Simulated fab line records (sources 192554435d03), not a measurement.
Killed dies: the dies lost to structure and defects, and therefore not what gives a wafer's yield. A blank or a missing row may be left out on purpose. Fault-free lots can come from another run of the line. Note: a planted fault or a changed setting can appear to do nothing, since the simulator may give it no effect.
Which tool was responsible? + flow n5Finfet + 33 wafers from 11 lots sampled at 5 of the route's 1938 steps

WHAT EACH GAUGE READ, for each wafer
N5_BEOL_M15_THK_MEAS_50: measures by xrf.
| lot  | measured     | on           | M15_THK (nm) |
|------|--------------|--------------|--------------|
| L570 | day 11 17:02 | filmMetro-01 | 871 843 860  |
| L571 | day 12 16:20 | filmMetro-01 | 845 835 834  |
| L575 | day 12 22:41 | filmMetro-01 | 844 887 838  |
| L574 | day 13 01:18 | filmMetro-02 | 832 831 867  |
| L577 | day 13 22:23 | filmMetro-01 | 835 829 819  |
| L579 | day 14 11:27 | filmMetro-01 | 869 866 865  |
| L584 | day 15 14:07 | filmMetro-01 | 879 869 876  |
| L587 | day 16 08:22 | filmMetro-01 | 898 870 852  |
| L588 | day 17 02:45 | filmMetro-01 | 859 839 830  |
| L591 | day 17 18:40 | filmMetro-02 | 862 831 830  |
| L592 | day 18 08:24 | filmMetro-01 | 851 849 842  |

N5_MIM_TOP_LITHO_INSPECT_12: inspects for defects (macro).
| lot  | measured     | on               | rawDefectCount |
|------|--------------|------------------|----------------|
| L570 | day 11 23:05 | defectInspect-01 | 3 2 1          |
| L571 | day 12 20:29 | defectInspect-01 | 1 1 2          |
| L575 | day 13 01:23 | defectInspect-02 | 6 2 1          |
| L574 | day 13 04:31 | defectInspect-01 | 0 1 0          |
| L577 | day 14 03:44 | defectInspect-01 | 1 0 2          |
| L579 | day 14 16:47 | defectInspect-01 | 3 2 2          |
| L584 | day 15 16:31 | defectInspect-02 | 5 >300 2       |
| L587 | day 16 12:18 | defectInspect-02 | 2 4 2          |
| L588 | day 17 09:05 | defectInspect-01 | 0 0 3          |
| L591 | day 17 23:06 | defectInspect-02 | 2 3 3          |
| L592 | day 18 12:02 | defectInspect-01 | 0 3 6          |

TOOL THAT RAN EACH LOT (tool first, then ch and the chambers of the sampled wafers, then the start)
| lot  | N5_BEOL_M15_ANNEAL_48           | N5_PASSIVATION_PECVD_00         | N5_MIM_TOP_ALD_02               |
|------|---------------------------------|---------------------------------|---------------------------------|
| L570 | rtpAnneal-02 ch 0, day 11 16:26 | pecvd-02 ch 0,2, day 11 18:11   | aldHk-03 ch 1,2,3, day 11 22:00 |
| L571 | rtpAnneal-02 ch 0, day 12 15:47 | pecvd-04 ch 0,2, day 12 17:28   | aldHk-03 ch 2,3, day 12 19:00   |
| L575 | rtpAnneal-02 ch 0, day 12 22:07 | pecvd-02 ch 0,1,2, day 12 23:50 | aldHk-02 ch 0,1,2, day 13 00:00 |
| L574 | rtpAnneal-02 ch 0, day 13 00:43 | pecvd-04 ch 0,1, day 13 02:27   | aldHk-03 ch 0,1,3, day 13 03:00 |
| L577 | rtpAnneal-01 ch 0, day 13 21:50 | pecvd-01 ch 0,2, day 13 23:32   | aldHk-01 ch 0,2,3, day 14 02:00 |
| L579 | rtpAnneal-01 ch 0, day 14 10:52 | pecvd-01 ch 0,1,2, day 14 12:35 | aldHk-01 ch 1,2,3, day 14 13:00 |
| L584 | rtpAnneal-02 ch 0, day 15 13:34 | pecvd-02 ch 0,1, day 15 15:15   | aldHk-01 ch 0,2,3, day 15 15:00 |
| L587 | rtpAnneal-01 ch 0, day 16 07:47 | pecvd-02 ch 0,1, day 16 09:31   | aldHk-02 ch 0,1,2, day 16 11:00 |
| L588 | rtpAnneal-02 ch 0, day 17 02:10 | pecvd-04 ch 0,1, day 17 03:54   | aldHk-03 ch 1,2,3, day 17 07:00 |
| L591 | rtpAnneal-01 ch 0, day 17 18:04 | pecvd-04 ch 0,1,2, day 17 19:48 | aldHk-03 ch 1,2, day 17 20:00   |
| L592 | rtpAnneal-01 ch 0, day 18 07:49 | pecvd-04 ch 0,2, day 18 09:33   | aldHk-03 ch 0,1,3, day 18 11:00 |
- N5_BEOL_M15_ANNEAL_48: time 90 s.
- N5_PASSIVATION_PECVD_00: deposits SiO2 from SiH4/N2O, target thk 200 nm, time 11.2 s.
- N5_MIM_TOP_ALD_02: deposits Al2O3, purge time 3 s, co reactant pulse time 3 s.

AS READ BY THE TOOLS THEMSELVES (means over the sampled wafers that have a number; for cases with no such wafer, the mark the record gives instead)
N5_BEOL_M15_ANNEAL_48.
| lot  | tool         | wafer_temp_C_max |
|------|--------------|------------------|
| L570 | rtpAnneal-02 | 225.6            |
| L571 | rtpAnneal-02 | 225.8            |
| L575 | rtpAnneal-02 | 225.8            |
| L574 | rtpAnneal-02 | 225.8            |
| L577 | rtpAnneal-01 | 226.5            |
| L579 | rtpAnneal-01 | 226.1            |
| L584 | rtpAnneal-02 | 225.6            |
| L587 | rtpAnneal-01 | 226.6            |
| L588 | rtpAnneal-02 | 225.5            |
| L591 | rtpAnneal-01 | 226.5            |
| L592 | rtpAnneal-01 | 225.9            |

N5_PASSIVATION_PECVD_00.
| lot  | tool     | heaterPowerW (W) | showerheadPlenumPTorr (Torr) | showerheadVppV (V) | throttleValvePct (%) |
|------|----------|------------------|------------------------------|--------------------|----------------------|
| L570 | pecvd-02 | 760              | 8.16                         | 1509               | 49.8                 |
| L571 | pecvd-04 | 737              | 8.03                         | 1535               | 53.3                 |
| L575 | pecvd-02 | 821              | 8.22                         | 1552               | 51.1                 |
| L574 | pecvd-04 | 673              | 8.09                         | 1620               | 51.2                 |
| L577 | pecvd-01 | 716              | 8.16                         | 1560               | 52.1                 |
| L579 | pecvd-01 | 670              | 8.13                         | 1543               | 51.5                 |
| L584 | pecvd-02 | 669              | 8.25                         | 1605               | 52.2                 |
| L587 | pecvd-02 | 719              | 8.24                         | 1620               | 52.3                 |
| L588 | pecvd-04 | 747              | 8.09                         | 1610               | 51.9                 |
| L591 | pecvd-04 | 766              | 8.06                         | 1586               | 53.2                 |
| L592 | pecvd-04 | 803              | 8.02                         | 1556               | 54.5                 |

N5_MIM_TOP_ALD_02.
| lot  | tool     | precursorPulseHeightRel |
|------|----------|-------------------------|
| L570 | aldHk-03 | 0.987                   |
| L571 | aldHk-03 | 0.994                   |
| L575 | aldHk-02 | 1.028                   |
| L574 | aldHk-03 | 1.011                   |
| L577 | aldHk-01 | 0.988                   |
| L579 | aldHk-01 | 1.005                   |
| L584 | aldHk-01 | 0.993                   |
| L587 | aldHk-02 | 1.000                   |
| L588 | aldHk-03 | 0.978                   |
| L591 | aldHk-03 | 1.004                   |
| L592 | aldHk-03 | 1.003                   |

THE ANSWER, worked out from the rows above alone
Rule: usual is defined by the lots themselves. Put in order of their means at a reading, lots are off if they are a third of the lots or fewer, leave a main group of 4 or more, and stand apart from it by a gap of 3 or more times the standard deviation of the main group's means; of several such gaps the widest counts. If all means in a main group match to the digits the tables above print for the reading, that group is not used. A lot without any number at a reading at which 4 lots or more have one is off too. Where the step has rows for the other lots, those lots are counted as sound. Order of review: gauges by route order, followed by the tools' own readings, for which a lot's mean as printed above is used. The first step at which some lot is off is used, and at that step the reading that is off furthest; a lot without a number counts as furthest.
No lot is off on any of the readings shown, so nothing can be concluded from this.

WHAT HAD BEEN PUT IN BY THE SIMULATOR
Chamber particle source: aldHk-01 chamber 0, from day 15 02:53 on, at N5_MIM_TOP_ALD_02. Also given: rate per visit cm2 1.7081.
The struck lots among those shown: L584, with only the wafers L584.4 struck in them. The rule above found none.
